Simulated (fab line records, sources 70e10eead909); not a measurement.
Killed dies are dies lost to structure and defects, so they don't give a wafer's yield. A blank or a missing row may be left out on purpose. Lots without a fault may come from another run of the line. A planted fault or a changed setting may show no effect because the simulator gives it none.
One fault seen from 2 desks | flow nand_harc | each desk has only its own numbers; what lay behind them comes last

THE METROLOGY DESK
What the gauges read, lot by lot, whatever tool the lot ran on: means of the sampled wafers that have a number. A lot is out of limits, marked OUT, if its mean lies more than 4 standard deviations from the usual mean; the brackets give that distance.
Columns: A = cd_nm at NHARC_THIN_TSV_CD_MEAS_12, usual 999.3 nm
lot  | first seen here | A
L951 | day 19 01:54    | 1001.9
L955 | day 20 21:46    | 996.7
L959 | day 21 07:58    | 997.6
L963 | day 22 21:31    | 1001.1
L969 | day 24 07:43    | 1001.7
L968 | day 24 08:55    | 1001.1
This desk's finding: nothing out of limits on any of the 6 lots.

THE TOOL OWNER'S DESK: rie_diel-02
The tool's own readings at NHARC_THIN_TSV_ETCH_44 (etches the open film in CF4/O2, target depth 1594.2 nm, time 797.1 s): means of the sampled wafers that have a number, for each lot that ran on this tool. A lot is out of limits, marked OUT, if its mean lies more than 4 standard deviations from the usual mean; the brackets give that distance.
Columns: A = drypump_motor_current_A at NHARC_THIN_TSV_ETCH_44, usual 5.9 A; B = oes_product_au at NHARC_THIN_TSV_ETCH_44, usual 0.996 a.u.; C = rf_fwd_power_W at NHARC_THIN_TSV_ETCH_44, usual 299.7 W; D = rf_vpp_V at NHARC_THIN_TSV_ETCH_44, usual 797 V; E = showerhead_plenum_p_Torr at NHARC_THIN_TSV_ETCH_44, usual 1.87 Torr; F = throttle_valve_pct at NHARC_THIN_TSV_ETCH_44, usual 16.915 %
lot  | first seen here | A   | B                | C               | D   | E    | F
L955 | day 20 22:01    | 5.9 | 0.927 (-4.1) OUT | 264.3 (-40) OUT | 796 | 1.85 | 16.915
L959 | day 21 08:13    | 5.7 | 0.920 (-4.5) OUT | 263.8 (-41) OUT | 793 | 1.83 | 16.920
L969 | day 24 08:03    | 5.6 | 0.994            | 299.6           | 797 | 1.89 | 16.920
This desk's finding: out of limits on L955, L959; first on L955, day 20 22:01 (oes_product_au at NHARC_THIN_TSV_ETCH_44). In limits: L969.

PUT TOGETHER
The tool owner's desk could have raised an alarm at day 20 22:01, on L955, L959.
The metrology desk saw nothing out of limits.
The metrology desk has L955, L959 on record, within its limits.
Of the lots named, all ran NHARC_THIN_TSV_ETCH_44 on rie_diel-02.

WHAT THE SIMULATOR HAD PUT IN
Process parameter drift: rie_diel-02, from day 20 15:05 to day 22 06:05, at NHARC_THIN_TSV_ETCH_44. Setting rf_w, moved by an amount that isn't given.
Lots struck among those shown: L955, L959.
Hours from the fault's start to each desk's first reading out of limits: the tool owner's desk, 7.
